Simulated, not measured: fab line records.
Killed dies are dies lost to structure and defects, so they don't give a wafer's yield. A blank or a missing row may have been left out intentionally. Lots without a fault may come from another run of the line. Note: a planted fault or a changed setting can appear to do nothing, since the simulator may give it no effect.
Comparing a struck lot with a sound one | flow n5_finfet | 43 steps out of a route of 1938
Sound: wafers L682.1, L682.2, L682.6. Struck: wafer L693.6. (L693.5 of the same lot was not struck and is left out.) The cause comes at the end.
Order at every step that has rows: each side's tool, ch and its chambers, its first start. Under that, the readings that differ: sound wafers | struck wafers | difference of the means | sigmas: that difference in standard deviations of wafers without a fault.
alike: words and numbers the same on both sides, and readings whose means are apart by under 2 such deviations; not compared: readings that were withheld, readings missing a value for some wafer, numbers with overlapping values and no deviation given by the record, and bounds like >300 which may hide the same value.
The two part at a step that has a row with sigmas, a row that says differs or no value, or rows on one side only. Numbers that have no deviation but don't overlap get no sigmas and don't part them. A reading missing from all wafers of one side parts the sides only when that side holds two or more wafers.

first, 2 steps without rows for these wafers: N5_FIN_SAQP_SPACER1_ETCHBACK_25 (etches SiO2 in CHF3/O2, target depth 24.4 nm, time 12.2 s); N5_FIN_SAQP_MANDREL1_REMOVE_56 (chemistry HBr/Cl2/O2, target a-Si, stops on SiNx, bt time 10 s).
N5_FIN_SAQP_CD_MEAS_27: target cd 20 nm.
  sound on cd_sem-03 ch 0, day 2 13:03; struck on cd_sem-02 ch 0, day 5 07:56
  alike: cd_nm
then, 2 steps without rows for these wafers: N5_FIN_SAQP_ETCH_57 (etches SiNx in CH3F/O2, target depth 32.5 nm, time 46.4 s); N5_FIN_SAQP_ETCH_65 (etches SiO2 in CF4, target depth 4 nm, time 4.4 s).
N5_FIN_SAQP_MANDREL_ETCH_58: etches a-Si in HBr/Cl2, stops on SiNx, target depth 45 nm, bt time 10 s, time 27 s.
  sound on rie_si-02 ch 1,2, day 2 13:14; struck on rie_si-05 ch 1, day 5 08:09
  alike: drypump_motor_current_A, oes_product_au, rf_fwd_power_W, throttle_valve_pct
  not compared: rf_hours_counter_h
N5_FIN_SAQP_RECESS_63: chemistry HF/NH3, target SiO2, target depth 18 nm, afs cycles 3, sublimation time 60 s.
  sound on vapor_etch-02 ch 0,1, day 2 13:19; struck on vapor_etch-01 ch 1, day 5 08:26
  alike: drypump_motor_current_A, sublimation_temp_c
then, 5 steps without rows for these wafers: N5_FIN_SAQP_COAT_68 (time 60 s, resist thk 100 nm); N5_FIN_SAQP_ETCH_69 (etches SOC in N2/H2, stops on SiNx, target depth 150 nm); N5_FIN_SAQP_ETCH_67 (etches SiNx in CH3F/O2, target depth 30 nm); N5_FIN_SAQP_STRIP_70 (strips in N2/H2); N5_FIN_SAQP_RECESS_71 (chemistry HF/NH3, target SiO2, target depth 3 nm, afs cycles 1, sublimation time 60 s).
N5_FIN_SAQP_SPACER2_ALD_28: deposits SiO2, target thk 8.1 nm, pulse time 1 s, purge time 2 s.
  sound on ald_sin-03 ch 1,2, day 2 14:11; struck on ald_sin-02 ch 1, day 5 09:07
  reading                                           | sound   | struck | difference | sigmas
  model.SiO2_of_FIN_SAQP_SPACER2_ALD_28.thk_nm (nm) | 8.2 8 8 | 3.2    | -4.9       |
  alike: heater_power_w, precursor_pulse_height_rel
then, 1 step without rows for these wafers: N5_FIN_SAQP_SPACER2_ETCHBACK_29 (etches SiO2 in CHF3/O2, target depth 12.2 nm, time 6.1 s).
N5_FIN_SAQP_MANDREL2_REMOVE_60: chemistry HBr/Cl2/O2, target a-Si, stops on SiNx, bt time 10 s.
  sound on rie_si-03 ch 0,1,2, day 2 14:36; struck on rie_si-05 ch 3, day 5 09:25
  reading                   | sound             | struck | difference | sigmas
  oes_product_au (a.u.)     | 1.011 0.965 0.997 | 1.026  | +0.035     | +2
  rf_fwd_power_W (W)        | 599.2 597.5 600.0 | 590.9  | -8.0       | -3
  model.FIN_SAQP.cd_nm (nm) | 8.2 8 8.2         | 3.2    | -4.9       |
  alike: drypump_motor_current_A, oes_o_777_au, throttle_valve_pct
  not compared: rf_hours_counter_h
N5_FIN_SAQP_CD_MEAS_31: target cd 8 nm.
  sound on cd_sem-02 ch 0, day 2 14:43; struck on cd_sem-02 ch 0, day 5 09:29
  reading    | sound          | struck | difference | sigmas
  cd_nm (nm) | 8.18 8.03 8.38 | 3.12   | -5.08      | -24
then, 2 steps without rows for these wafers: N5_FIN_SAQP_HM_OPEN_33 (chemistry CH3F/O2, target SiNx, target depth 49.4 nm, time 70.6 s); N5_FIN_SAQP_ETCH_34 (etches SiO2 in C4F6/O2, target depth 45 nm, time 15 s).
N5_FIN_SAQP_STRIP_77: strips in N2/H2, time 90 s.
  sound on rie_diel-05 ch 0,1, day 2 14:56; struck on rie_diel-02 ch 3, day 5 09:40
  alike: drypump_motor_current_A, h2_flow_sccm, oes_product_au, rf_vpp_V, showerhead_plenum_p_Torr, throttle_valve_pct
  not compared: rf_hours_counter_h
N5_FIN_SAQP_HM_CD_35: target cd 8 nm.
  sound on cd_sem-02, day 2 15:04; struck on cd_sem-01, day 5 09:46
  reading    | sound          | struck | difference | sigmas
  cd_nm (nm) | 8.17 8.20 8.93 | 2.87   | -5.56      | -21
N5_FIN_SAQP_ETCH_64: etches SiO2 in CF4, target depth 1.5 nm.
  sound on rie_si-05 ch 0,1,3, day 2 15:06; struck on rie_si-03 ch 2, day 5 09:49
  reading            | sound       | struck | difference | sigmas
  rf_fwd_power_W (W) | 787 778 780 | 794    | +12        | +2
  alike: drypump_motor_current_A, oes_product_au, throttle_valve_pct
  not compared: rf_hours_counter_h
N5_FIN_SAQP_FIN_ETCH_36: etches the open film in HBr/Cl2/O2, target depth 120 nm, time 50.4 s.
  sound on rie_si-05 ch 0,1,3, day 2 15:07; struck on rie_si-03 ch 2, day 5 09:52
  reading                   | sound       | struck | difference | sigmas
  model.FIN_SAQP.cd_nm (nm) | 8.4 8.6 8.6 | 3      | -6         |
  alike: drypump_motor_current_A, oes_o_777_au, oes_product_au, rf_fwd_power_W, throttle_valve_pct
  not compared: rf_hours_counter_h
N5_FIN_SAQP_CD_MEAS_37: target cd 8 nm.
  sound on cd_sem-02, day 2 15:14; struck on cd_sem-02, day 5 09:57
  reading    | sound          | struck | difference | sigmas
  cd_nm (nm) | 8.16 8.40 9.02 | 3.02   | -5.51      | -19
then, 3 steps without rows for these wafers: N5_FIN_SAQP_PRECLEAN_38 (cleans in O3/DIW, time 45 s); N5_FIN_SAQP_PRECLEAN_45 (cleans in dHF, time 10 s); N5_FIN_SAQP_SRD_39 (time 30 s).
N5_FIN_SAQP_OCD_MEAS_76:
  sound on ocd-01, day 2 15:20; struck on ocd-02, day 5 10:02
  alike: trench_depth_nm
N5_FIN_SAQP_INSPECT_40: inspects for defects (brightfield).
  sound on defect_inspect-02, day 2 15:22; struck on defect_inspect-02, day 5 10:04
  alike: raw_defect_count
then, 9 steps without rows for these wafers: N5_FIN_CUT_COAT_18 (time 60 s, resist thk 230 nm); N5_FIN_CUT_COAT_19 (time 60 s, resist thk 20 nm); N5_FIN_CUT_COAT_29 (time 60 s, resist thk 10 nm); N5_FIN_CUT_COAT_02 (resist thk 30 nm); N5_FIN_CUT_EBR_04; N5_FIN_CUT_SOFTBAKE_03 (time 60 s); N5_FIN_CUT_EXPOSE_05 (exposes mask FIN CUT); N5_FIN_CUT_PEB_06 (peb time 60 s); N5_FIN_CUT_DEVELOP_07 (develop time 30 s).
N5_FIN_CUT_CD_MEAS_08: target cd 29.1 nm.
  sound on cd_sem-02 ch 0, day 2 15:41; struck on cd_sem-03 ch 0, day 5 10:22
  alike: cd_nm
N5_FIN_CUT_OVL_MEAS_09:
  sound on overlay-02 ch 0, day 2 15:43; struck on overlay-02 ch 0, day 5 10:25
  alike: FIN_CUT_OVL
N5_FIN_CUT_INSPECT_10: inspects for defects (brightfield).
  sound on defect_inspect-02, day 2 15:46; struck on defect_inspect-01, day 5 10:28
  alike: raw_defect_count
N5_FIN_CUT_DESCUM_13: chemistry O2, time 7 s.
  sound on rie_diel-04 ch 0,3, day 2 15:49; struck on rie_diel-04 ch 2, day 5 10:31
  reading                | sound             | struck | difference | sigmas
  throttle_valve_pct (%) | 20.18 19.92 19.93 | 20.63  | +0.62      | +3
  alike: drypump_motor_current_A, oes_product_au, rf_fwd_power_W, rf_vpp_V, showerhead_plenum_p_Torr
  not compared: rf_hours_counter_h
then, 1 step without rows for these wafers: N5_FIN_CUT_ETCH_30 (etches underlayer in N2/H2, target depth 13 nm, time 10.4 s).
N5_STI_FIN_REVEAL_CD_MEAS_22: target cd 6.238 nm, pitch 28 nm.
  sound on cd_sem-02, day 3 01:22; struck on cd_sem-02, day 5 21:33
  reading    | sound       | struck | difference | sigmas
  cd_nm (nm) | 6.8 6.8 6.9 | 1.3    | -5.5       | -16

## WHERE THEY PART
At N5_FIN_SAQP_MANDREL2_REMOVE_60 first; at N5_STI_FIN_REVEAL_CD_MEAS_22 last (within this record only).

WHY: whatever the simulator had introduced
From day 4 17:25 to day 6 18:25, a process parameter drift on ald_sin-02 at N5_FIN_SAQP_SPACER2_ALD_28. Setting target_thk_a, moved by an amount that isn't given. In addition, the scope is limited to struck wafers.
